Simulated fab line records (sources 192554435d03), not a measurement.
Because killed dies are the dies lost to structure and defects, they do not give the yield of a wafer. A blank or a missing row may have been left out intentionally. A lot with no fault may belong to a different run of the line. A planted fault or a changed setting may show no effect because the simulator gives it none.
fab line records    flow n5_finfet
record lots=6  wafers=18  last_day=18
route steps=1938 shown START@1 ZERO_LAYER@2 PASSIVATION@1936
lots that met no fault: taken from a fault-free run of the same line
start_h: hours from the record's opening day to when the first of the lot's shown wafers began    wait_h: time in hours since the lot's previous step    " repeats the value in the row above    L1.1+2: a row that stands for several wafers    - no value present, or no start provided    * or withheld: withheld    < > ~ a bound
route shown NAME@n: NAME is a module with steps in the file, n the number in the route of the first one    usual: mean/standard deviation of fault-free wafers    same: alike in all rows    chamber/n: place in a boat    sites: the reading at each site    _std_site: standard deviation across them    _edge_site: mean of outer sites minus mean of inner sites    radius_mm: how far each site lies from the wafer's centre    mask NAME#n: copy n    behind: the last tool/chamber to shape the wafer    hold: what put the lot on hold/how long, in hours/how the hold closed    device: the n, p or np transistor that did not switch    end of line: the tests these same wafers got at the end of their route    a step with no rows: only its recipe    killed: not the wafer's yield, but the dies lost to structure and defects at the first sort    map: per-die view of a wafer (x killed, . not killed, _ where there is no die)
set.NAME: the setting the step ran with; set.NAME@STEP: the setting that earlier step ran with    model.NAME: the simulator's own value behind a step, which no gauge read
lots at some steps of the route; a table a step, a row a wafer
services: from which hour (start_h, from the record's first day; less than 0 if before it) a tool's chamber was out of use, for how many hours, and why
## steps
# step N5_START_INSPECT_01
# recipe inspect_instrument=unpatterned_scan  mode=incoming
# usual raw_defect_count=5.6/2.4
lot.wafer  tool               chamber  start_h  wait_h  raw_defect_count
L808.2     defect_inspect-02  -        36.03    -       7
L808.5     "                  -        "        "       3
L808.6     "                  -        "        "       6
L818.1     defect_inspect-01  -        96.03    -       12
L818.3     "                  -        "        "       5
L818.6     "                  -        "        "       5
L823.1     defect_inspect-01  -        126.03   -       2
L823.4     "                  -        "        "       3
L823.6     "                  -        "        "       7
L824.2     defect_inspect-02  -        132.03   -       6
L824.3     "                  -        "        "       7
L824.4     "                  -        "        "       4
L825.2     defect_inspect-02  -        138.03   -       3
L825.3     "                  -        "        "       6
L825.6     "                  -        "        "       9
L826.3     defect_inspect-02  -        144.03   -       7
L826.4     "                  -        "        "       7
L826.6     "                  -        "        "       3
# step N5_ZERO_LAYER_PRECLEAN_00
# recipe chemistry=SPM  time_s=600  temp_c=120  mix=4:1
# step N5_ZERO_LAYER_SRD_01
# recipe time_s=30  temp_c=23  rinse_liquid=diw  dry=n2_spin  spin_rpm=1500  dry_time_s=30
# step N5_ZERO_LAYER_PECVD_02
# recipe material=SiO2  target_thk_a=100  temp_c=400  precursor=SiH4/N2O  pressure_torr=0.75  rf_w=275  time_s=6
# usual heater_power_w=773/83  showerhead_plenum_p_Torr=8.12/0.17
lot.wafer  tool      chamber  start_h  wait_h  heater_power_w  showerhead_plenum_p_Torr
L808.2     pecvd-02  1        36.28    0.0     799             8.44
L808.5     "         1        "        "       792             8.46
L808.6     "         0        "        "       847             8.09
L818.1     pecvd-03  1        96.28    0.0     839             8.16
L818.3     "         0        "        "       714             8.13
L818.6     "         0        "        "       724             8.11
L823.1     pecvd-01  0        126.47   0.0     775             8.06
L823.4     "         2        "        "       769             7.92
L823.6     "         0        "        "       760             8.07
L824.2     pecvd-01  0        132.28   0.0     726             8.08
L824.3     "         1        "        "       977             8.11
L824.4     "         2        "        "       766             7.91
L825.2     pecvd-02  2        138.28   0.0     759             7.93
L825.3     "         1        "        "       798             8.45
L825.6     "         0        "        "       823             8.11
L826.3     pecvd-02  2        144.28   0.0     670             7.91
L826.4     "         1        "        "       825             8.46
L826.6     "         0        "        "       827             8.11
# step N5_ZERO_LAYER_HMDS_04
# recipe time_s=60  temp_c=120
# step N5_ZERO_LAYER_COAT_05
# recipe spin_rpm=1500  resist_thk_nm=1000
# step N5_ZERO_LAYER_EBR_07
# recipe solvent=PGMEA  ebr_width_mm=1.5
# step N5_ZERO_LAYER_SOFTBAKE_06
# recipe temp_c=100  time_s=90
# step N5_ZERO_LAYER_EXPOSE_08
# recipe mask_id=ZERO  na=0.55  source_shape=conventional  sigma_outer=0.8  polarization=unpolarized  defocus_nm=0  target_cd_nm=2000  dose_mj=16.2
# usual exposure_dose_mJ_cm2=16.191/0.016  focus_offset_nm=-0.2/0.55
lot.wafer  tool            chamber  start_h  wait_h  mask    exposure_dose_mJ_cm2  focus_offset_nm
L808.2     krf_scanner-01  0        36.47    -       ZERO#0  16.213                0.4
L808.5     "               0        "        "       ZERO#0  16.208                0.8
L808.6     "               0        "        "       ZERO#0  16.211                1.2
L818.1     krf_scanner-02  0        96.59    -       ZERO#0  16.172                0.4
L818.3     "               0        "        "       ZERO#0  16.170                0.0
L818.6     "               0        "        "       ZERO#0  16.169                0.1
L823.1     krf_scanner-02  0        126.65   -       ZERO#0  16.475                -1.0
L823.4     "               0        "        "       ZERO#0  16.504                -0.5
L823.6     "               0        "        "       ZERO#0  16.478                0.0
L824.2     krf_scanner-02  0        132.47   -       ZERO#0  16.429                0.1
L824.3     "               0        "        "       ZERO#0  16.423                0.2
L824.4     "               0        "        "       ZERO#0  16.441                1.3
L825.2     krf_scanner-01  0        138.60   -       ZERO#0  16.185                -0.1
L825.3     "               0        "        "       ZERO#0  16.200                0.2
L825.6     "               0        "        "       ZERO#0  16.187                0.4
L826.3     krf_scanner-01  0        144.48   -       ZERO#0  16.209                0.4
L826.4     "               0        "        "       ZERO#0  16.230                0.7
L826.6     "               0        "        "       ZERO#0  16.176                0.1
# step N5_ZERO_LAYER_PEB_09
# recipe peb_temp_c=withheld  peb_time_s=*
# step N5_PASSIVATION_PROBE_49
# usual defect_limited_yield=91.2/1.4  killed_at_M0_to_M3=35/11  killed_at_M4_up=14/5.6  killed_at_contacts=12/5.6  killed_at_front_end=38/11  killed_at_other=4/3.4  killed_dies=103/17  killed_open=68/12  killed_short=33/8.8  sort_bin_5_function=5.1/0.89  sort_bin_6_memory=3.3/0.71  sort_n_pass=1077/17  sort_yield_pct=91.2/1.4
# same gross_dies=1180  killed_at_back_side=0  sort_bin_4_leakage[%]=0  sort_bin_8_speed[%]=0
lot.wafer  tool       chamber  start_h  wait_h  defect_limited_yield[%]  killed_at_M0_to_M3  killed_at_M4_up  killed_at_contacts  killed_at_front_end  killed_at_other  killed_dies  killed_open  killed_short  sort_bin_5_function[%]  sort_bin_6_memory[%]  sort_n_pass  sort_yield_pct[%]
L808.2     prober-02  -        306.65   0.1     91.1                     36                  15               9                   41                   4                105          78           22            5.4                     3.2                   1075         91.1
L808.5     prober-02  -        306.80   0.2     90.7                     46                  11               13                  39                   1                110          87           22            5.5                     3.6                   1070         90.7
L808.6     prober-02  -        306.85   0.3     91.3                     25                  19               11                  47                   1                103          61           33            4.4                     3.2                   1077         91.3
L818.1     prober-01  -        358.57   0.0     89.6                     53                  8                6                   51                   5                123          83           33            5.8                     4.2                   1057         89.6
L818.3     prober-01  -        358.67   0.1     90.8                     31                  12               9                   53                   3                108          79           28            5.7                     3.1                   1072         90.8
L818.6     prober-01  -        358.82   0.3     88.8                     27                  17               3                   85                   0                132          91           35            6.2                     4.6                   1048         88.8
L825.2     prober-02  -        425.35   0.1     92.8                     40                  11               5                   26                   3                85           58           24            4.3                     2.5                   1095         92.8
L825.3     prober-02  -        425.40   0.1     90.3                     41                  20               14                  34                   5                114          73           37            6.3                     2.9                   1066         90.3
L825.6     prober-02  -        425.55   0.3     91.1                     37                  8                6                   49                   5                105          68           35            5.4                     3.2                   1075         91.1
L826.3     prober-02  -        438.65   0.1     91.1                     33                  16               6                   48                   2                105          87           18            5.3                     3.5                   1075         91.1
L826.4     prober-02  -        438.70   0.2     91.9                     38                  16               5                   36                   0                95           59           35            3.6                     4.2                   1085         91.9
L826.6     prober-02  -        438.80   0.3     91.4                     36                  14               4                   47                   1                102          74           27            5.1                     3.4                   1078         91.4
# killed by level:class
L808.2 FIN_SAQP:geometric_particle:open=15 BEOL_M2:geometric_particle:open=11 BEOL_M3:geometric_particle:open=11 STI_FIN_REVEAL:geometric_particle:open=9 MOL_CONTACT_COAG:geometric_particle:open=6 DUMMY_GATE:geometric_particle:open=5 BEOL_M1:geometric_particle:open=5 STI_FIN_REVEAL:geometric_particle:short=4
L808.5 BEOL_M3:geometric_particle:open=19 FIN_SAQP:geometric_particle:open=13 MOL_CONTACT_COAG:geometric_particle:open=12 BEOL_M2:geometric_particle:open=9 BEOL_M0_SAQP:geometric_particle:open=6 BEOL_M1:geometric_particle:open=5 BEOL_M4:geometric_particle:open=5 STI_FIN_REVEAL:geometric_particle:open=4
L808.6 STI_FIN_REVEAL:geometric_particle:open=10 MOL_CONTACT_COAG:geometric_particle:open=8 FIN_SAQP:geometric_particle:open=7 BEOL_M2:geometric_particle:open=7 HKMG_FIN:area_etch=7 FIN_SAQP:geometric_particle:short=6 BEOL_M0_SAQP:geometric_particle:short=6 BEOL_M4:geometric_particle:open=5
L818.1 STI_FIN_REVEAL:geometric_particle:open=29 BEOL_M3:geometric_particle:open=13 BEOL_M0_SAQP:geometric_particle:open=12 BEOL_M0_SAQP:geometric_particle:short=10 BEOL_M1:geometric_particle:open=5 HKMG_FIN:area_etch=5 GATE_CUT:geometric_particle:short=4 BEOL_M3:geometric_particle:short=4
L818.3 STI_FIN_REVEAL:geometric_particle:open=31 BEOL_M3:geometric_particle:open=11 MOL_CONTACT_COAG:geometric_particle:open=6 BEOL_M1:geometric_particle:open=6 BEOL_M6:geometric_particle:open=6 STI_FIN_REVEAL:geometric_particle:short=5 BEOL_M0_SAQP:geometric_particle:open=5 STARTING-WAFER:geometric_particle:short=5
L818.6 STI_FIN_REVEAL:geometric_particle:open=41 STI_FIN_REVEAL:geometric_particle:short=13 BEOL_M4:geometric_particle:open=11 FIN_SAQP:geometric_particle:open=6 BEOL_M3:geometric_particle:open=6 BEOL_M0_SAQP:geometric_particle:short=5 BEOL_M2:geometric_particle:open=5 BEOL_M0_SAQP:geometric_particle:open=4
L825.2 BEOL_M0_SAQP:geometric_particle:open=13 BEOL_M1:geometric_particle:open=9 BEOL_M0_SAQP:geometric_particle:short=8 BEOL_M2:geometric_particle:open=7 BEOL_M4:geometric_particle:open=7 FIN_SAQP:geometric_particle:short=5 FIN_SAQP:geometric_particle:open=3 STI_FIN_REVEAL:geometric_particle:open=3
L825.3 BEOL_M2:geometric_particle:open=13 MOL_CONTACT_COAG:geometric_particle:open=12 BEOL_M0_SAQP:geometric_particle:short=11 FIN_SAQP:geometric_particle:open=8 BEOL_M3:geometric_particle:open=7 BEOL_M4:geometric_particle:open=6 FIN_SAQP:geometric_particle:short=5 STI_FIN_REVEAL:geometric_particle:open=5
L825.6 FIN_SAQP:geometric_particle:short=11 FIN_SAQP:geometric_particle:open=8 BEOL_M0_SAQP:geometric_particle:short=7 BEOL_M2:geometric_particle:open=7 BEOL_M3:geometric_particle:open=7 BEOL_M4:geometric_particle:open=6 ILD0:geometric_particle:short=6 MOL_CONTACT_COAG:geometric_particle:open=6
L826.3 STI_FIN_REVEAL:geometric_particle:open=19 BEOL_M2:geometric_particle:open=13 FIN_SAQP:geometric_particle:open=7 BEOL_M3:geometric_particle:open=7 BEOL_M5:geometric_particle:open=7 DUMMY_GATE:geometric_particle:open=5 MOL_CONTACT_COAG:geometric_particle:open=5 BEOL_M4:geometric_particle:open=5
L826.4 BEOL_M0_SAQP:geometric_particle:open=11 FIN_SAQP:geometric_particle:short=8 BEOL_M0_SAQP:geometric_particle:short=8 BEOL_M2:geometric_particle:open=8 STI_FIN_REVEAL:geometric_particle:open=7 FIN_SAQP:geometric_particle:open=6 DUMMY_GATE:geometric_particle:open=5 BEOL_M3:geometric_particle:open=4
L826.6 STI_FIN_REVEAL:geometric_particle:open=14 BEOL_M2:geometric_particle:open=12 BEOL_M0_SAQP:geometric_particle:open=10 BEOL_M5:geometric_particle:open=8 BEOL_M0_SAQP:geometric_particle:short=7 FIN_SAQP:geometric_particle:open=5 DUMMY_GATE:geometric_particle:open=5 BEOL_M4:geometric_particle:open=5
## services
tool            chamber  start_h  hours  kind
pecvd-03        -        13.89    28.1   pm
pecvd-01        2        18.80    9.6    repair
pecvd-01        -        31.79    4.3    pm
krf_scanner-01  -        33.10    0.2    repair
pecvd-03        -        41.99    2.8    pm
pecvd-01        -        51.62    28.1   pm
krf_scanner-01  -        71.58    1.0    pm
krf_scanner-02  -        83.06    1.0    pm
krf_scanner-02  -        84.46    4.4    pm
pecvd-03        -        84.78    5.5    pm
pecvd-01        -        85.51    1.7    repair
krf_scanner-01  -        88.84    1.3    pm
krf_scanner-02  -        110.35   0.8    pm
krf_scanner-02  -        114.80   3.0    pm
pecvd-01        -        115.27   1.3    repair
pecvd-03        -        116.11   6.0    pm
krf_scanner-01  -        117.39   0.2    repair
krf_scanner-02  0        119.92   -      calibration
krf_scanner-01  -        131.19   0.2    repair
krf_scanner-01  0        139.11   -      calibration
## key
first_sign step=N5_ZERO_LAYER_EXPOSE_08  reading=exposure_dose_mJ_cm2  direction=up  sigmas=16  usual=16.191  struck=16.458
effect none on later readings
met_at N5_ZERO_LAYER_EXPOSE_08
struck_wafers L823.1,L823.4,L823.6,L824.2,L824.3,L824.4
rows_end L823.6
loop_trim step=N5_ZERO_LAYER_EXPOSE_08  setting=dose  lots=L824
onset_between 96.59 126.65
fault kind=process_parameter_drift  tool=krf_scanner-02  chamber=-  onset_h=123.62  steps=N5_ZERO_LAYER_EXPOSE_08  channel=dose_mj  offset=0.29031  shape=step  acts_in=these_recipes_only  stated=16.2
# rows_end: these wafers met a further fault down the route, and their rows from its step on are left out
# loop_trim: a control loop set the setting to another value than it would have without faults
